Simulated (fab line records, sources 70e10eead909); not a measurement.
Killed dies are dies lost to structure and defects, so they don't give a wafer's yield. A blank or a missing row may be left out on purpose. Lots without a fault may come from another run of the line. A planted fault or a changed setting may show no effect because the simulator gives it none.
Chamber matching | flow nand_harc | NHARC_P_ZERO_WELL_ETCH_65 on rie_diel-10: 4 sister chambers
The step etches the open film in N2/H2, target depth 80 nm, overetch 24 nm, time 87.88 s. 16 wafers are shown with their chamber, then 8 later ones without.

WAFERS WITH THEIR CHAMBER
wafer  | chamber | drypump_motor_current_A (A) | rf_vpp_V (V) | oes_product_au (a.u.)
L081.1 | 3       | 5.5                         | 428.5        | 0.997
L081.2 | 2       | 5.6                         | 429.1        | 1.017
L081.3 | 0       | 5.5                         | 430.1        | 1.008
L081.4 | 1       | 5.3                         | 432.9        | 0.992
L081.5 | 2       | 5.6                         | 428.0        | 1.003
L081.6 | 1       | 5.3                         | 432.2        | 0.992
L083.1 | 3       | 5.5                         | 428.1        | 0.996
L083.2 | 0       | 5.5                         | 428.5        | 1.008
L083.3 | 1       | 5.3                         | 431.8        | 0.992
L083.4 | 3       | 5.5                         | 429.6        | 1.003
L083.5 | 1       | 5.3                         | 433.0        | 0.988
L083.6 | 0       | 5.5                         | 428.5        | 0.996
L084.1 | 2       | 5.5                         | 428.5        | 1.013
L084.2 | 1       | 5.3                         | 432.5        | 0.993
L084.3 | 3       | 5.4                         | 428.5        | 1.000
L084.4 | 0       | 5.5                         | 427.1        | 1.011

SIGNATURES (means of the wafers above)
reading                 | chamber 0 | chamber 1 | chamber 2 | chamber 3 | scatter within a chamber
drypump_motor_current_A | 5.500     | 5.300     | 5.567     | 5.475     | 0.0344
rf_vpp_V                | 428.550   | 432.480   | 428.533   | 428.675   | 0.783
oes_product_au          | 1.00575   | 0.99140   | 1.01100   | 0.99900   | 0.00485
Rule: a wafer's distance from a chamber is the root of the sum, over the readings, of the square of ((its reading less the chamber's mean) divided by the reading's scatter). The wafer belongs to the nearest chamber; if the next one is less than 2 further off, it can't be placed. The scatter: the root of (the sum of the squares of (reading less its chamber's mean) over the shown wafers, divided by (wafers less chambers)).

WAFERS WITHOUT THEIR CHAMBER
wafer  | drypump_motor_current_A (A) | rf_vpp_V (V) | oes_product_au (a.u.)
L084.5 | 5.5                         | 427.8        | 0.995
L084.6 | 5.3                         | 432.0        | 0.996
L087.1 | 5.4                         | 428.9        | 0.999
L087.2 | 5.6                         | 427.2        | 1.005
L087.3 | 5.5                         | 429.3        | 0.997
L087.4 | 5.3                         | 431.9        | 0.984
L087.5 | 5.5                         | 429.9        | 1.009
L087.6 | 5.3                         | 433.5        | 1.000

WHICH CHAMBER EACH WENT THROUGH
wafer  | from the rows above          | in truth
L084.5 | can't be placed: 3 or 0      | 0
L084.6 | 1                            | 1
L087.1 | can't be placed: 3 or 0      | 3
L087.2 | can't be placed: 2 or 0 or 3 | 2
L087.3 | can't be placed: 3 or 0      | 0
L087.4 | 1                            | 1
L087.5 | can't be placed: 0 or 2 or 3 | 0
L087.6 | 1                            | 1
Placed correctly: 3 of 8. Can't be placed from these rows: 5 (the true chamber is among the candidates in 5). Placed wrongly: 0.
